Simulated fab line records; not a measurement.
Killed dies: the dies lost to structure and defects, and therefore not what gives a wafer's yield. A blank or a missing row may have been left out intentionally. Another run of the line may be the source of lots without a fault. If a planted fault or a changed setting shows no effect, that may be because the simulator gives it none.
A lot that was struck, set against a sound lot    flow n5_finfet    16 steps out of a route of 1938
Sound: the wafers L590.2, L590.5, L590.6. Struck: wafers L593.1, L593.2 (left out: L593.5, a lot-mate that was not struck); the cause follows at the end.
For every step that has rows: the tool of each side, followed by ch and its chambers, followed by its first start. Under that, the readings that differ: sound wafers    struck wafers    difference of the means    sigmas: that difference in standard deviations of wafers without a fault.
alike: readings whose means differ by less than 2 such deviations, and words and numbers that are the same on both sides. not compared: withheld readings, readings that some wafer has no value for, bounds like >300 that may hide the same value, and numbers for which the record gives no deviation and whose values overlap.
A row with sigmas, a row that says differs or no value, or rows on one side alone: a step with any of these is where the two part. Non-overlapping numbers with no deviation appear without sigmas and do not part them. Lack of a reading on every wafer of one side parts them only where that side has two or more wafers.

N5_BEOL_M1_CMP_52: polishes, stops on SiOC, t overpolish 6.8 s, target thk 40 nm.
  sound on cmp-03 ch 0,1,3, day 7 21:19; struck on cmp-02 ch 2,3, day 8 05:23
  alike: barrier_field_endpoint_s, clearing_platen_down_force_psi, motor_current_A, overpolish_run_s, time_to_endpoint_s
N5_BEOL_M1_THK_MEAS_53: measures by xrf.
  sound: film_metro-02 at day 7 21:32; struck: film_metro-01 at day 8 05:39
reading      sound           struck     difference  sigmas
M1_THK (nm)  39.9 40.5 42.8  36.3 38.7  -3.6        -3
then, 1 step without rows for these wafers: N5_BEOL_M1_PRE_CLEAN_60 (time 15 s).
N5_BEOL_M1_CO_CAP_55: material Co, precursor CCTBA/H2, target thk 2 nm, time 102.1 s.
  sound on cvd_co-02 ch 0,1,2, day 7 21:37; struck on cvd_co-01 ch 0,1, day 8 05:46
  alike: heater_power_w
then, 1 step without rows for these wafers: N5_BEOL_M1_PRE_CLEAN_56 (time 15 s).
N5_BEOL_M1_DEP_57: deposits SiCN from 3MS/NH3, target thk 8 nm, time 14 s.
  sound on pecvd-03 ch 1,2, day 7 21:44; struck on pecvd-02 ch 1,2, day 8 05:53
  alike: showerhead_plenum_p_Torr, throttle_valve_pct
N5_BEOL_M1_RS_MEAS_58: a four-point-probe measurement.
  sound: film_metro-01 at day 7 21:48; struck: film_metro-01 at day 8 05:57
reading         sound           struck     difference  sigmas
M1_RS (ohm/sq)  0.67 0.66 0.61  0.76 0.71  +0.09       +3
N5_BEOL_M1_INSPECT_59: inspects for defects (darkfield).
  sound: defect_inspect-02 at day 7 21:49; struck: defect_inspect-02 at day 8 05:58
  alike: raw_defect_count
then, 1 step without rows for these wafers: N5_BEOL_M2_ILD_DEP_00 (deposits SiOC from DEMS/O2, target thk 79 nm, time 15.3 s).
N5_BEOL_M2_THK_MEAS_01:
  sound: film_metro-01 at day 7 21:56; struck: film_metro-02 at day 8 06:05
  alike: M2_ILD_THK
N5_BEOL_M2_PECVD_72: deposits SiO2 from TEOS/O2, target thk 16 nm, time 18 s.
  sound on pecvd-01 ch 0,1,2, day 7 21:58; struck on pecvd-04 ch 0,2, day 8 06:07
reading             sound        struck   difference  sigmas
heater_power_w (W)  869 845 645  510 600  -231        -2
  alike: showerhead_plenum_p_Torr, throttle_valve_pct
N5_BEOL_M2_HM_DEP_02: deposits TiN, target thk 20 nm.
  sound: pvd_sputter-01 at day 7 23:40; struck: pvd_sputter-02 at day 8 07:44
  alike: chamber_pressure_pa, throttle_valve_pct
N5_BEOL_M2_COAT_61: time 60 s, resist thk 60 nm.
  sound on litho_track-05 ch 0, day 7 23:47; struck on litho_track-05 ch 0, day 8 07:52
reading           sound              struck       difference  sigmas
run_length_s (s)  66.33 66.39 66.37  70.28 70.33  +3.94       +17
then, 1 step without rows for these wafers: N5_BEOL_M2_COAT_62 (time 60 s, resist thk 12 nm).
N5_BEOL_M4_RC_MEAS_101:
  sound on prober-01 ch 0, day 9 11:16; struck on prober-02 ch 0, day 9 13:15
  alike: DIBL_N, DIBL_P, IOFF_N, IOFF_P, ION_N, ION_P, SS_N, SS_P, VT_N, VT_P
-- a jump in the record: the struck wafers' starts before and after are 5 days apart (it breaks off in module BEOL_M4 and resumes in module PASSIVATION, where the first step shown is number 1936 of the route) --
N5_PASSIVATION_PROBE_49:
  sound: prober-01 at day 14 04:13; struck: prober-01 at day 14 09:48
  alike: defect_limited_yield, killed_at_M0_to_M3, killed_at_M4_up, killed_at_contacts, killed_at_front_end, killed_at_other, killed_dies, killed_open, killed_short, sort_bin_5_function, sort_bin_6_memory, sort_n_pass, sort_yield_pct

## WHERE THEY PART
First at N5_BEOL_M1_THK_MEAS_53; last, within this record, at N5_BEOL_M2_COAT_61. Later steps at which nothing parts them and some readings are alike: N5_BEOL_M4_RC_MEAS_101, N5_PASSIVATION_PROBE_49.

WHY: the cause the simulator had injected
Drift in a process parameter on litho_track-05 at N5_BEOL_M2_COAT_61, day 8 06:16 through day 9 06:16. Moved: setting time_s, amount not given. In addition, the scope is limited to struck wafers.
